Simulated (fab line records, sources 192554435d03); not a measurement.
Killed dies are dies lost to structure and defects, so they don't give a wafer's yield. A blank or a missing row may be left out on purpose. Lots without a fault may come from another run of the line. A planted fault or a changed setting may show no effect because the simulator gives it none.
Chamber matching | flow n5_finfet | N5_BEOL_M2_VIA_ETCH_34 on rie_diel-02: 4 sister chambers
The step etches the open film in C4F6/O2, target depth 69.4 nm, time 65.9 s. 4 wafers are shown with their chamber, then 11 later ones without.

WAFERS WITH THEIR CHAMBER
wafer  | chamber | showerhead_plenum_p_Torr (Torr)
L078.1 | 2       | 3.00
L090.1 | 1       | 3.01
L090.6 | 0       | 2.71
L092.2 | 3       | 2.88

WAFERS WITHOUT THEIR CHAMBER
wafer  | showerhead_plenum_p_Torr (Torr)
L092.4 | 2.70
L092.6 | 2.71
L087.1 | 3.01
L087.2 | 2.97
L087.3 | 2.88
L096.1 | 2.70
L096.4 | 3.00
L096.5 | 3.00
L097.1 | 2.70
L097.3 | 3.00
L097.6 | 3.00

WHICH CHAMBER EACH WENT THROUGH
wafer  | from the rows above     | in truth
L092.4 | 0                       | 0
L092.6 | 0                       | 0
L087.1 | can't be placed: 1 or 2 | 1
L087.2 | can't be placed: 2 or 1 | 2
L087.3 | 3                       | 3
L096.1 | 0                       | 0
L096.4 | can't be placed: 2 or 1 | 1
L096.5 | can't be placed: 2 or 1 | 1
L097.1 | 0                       | 0
L097.3 | can't be placed: 2 or 1 | 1
L097.6 | can't be placed: 2 or 1 | 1
Placed correctly: 5 of 11. Can't be placed from these rows: 6 (the true chamber is among the candidates in 6). Placed wrongly: 0.
How it was worked out, from the rows above alone: a wafer's distance from a chamber is the root of the sum, over the readings, of the square of ((its reading less the chamber's mean) divided by the reading's scatter). The wafer belongs to the nearest chamber; if the next one is less than 2 further off, it can't be placed. A chamber's mean is the mean of its shown wafers. The scatter: with one shown wafer a chamber, the root of the mean of the squares of how far each hidden wafer lies from its nearest shown one.
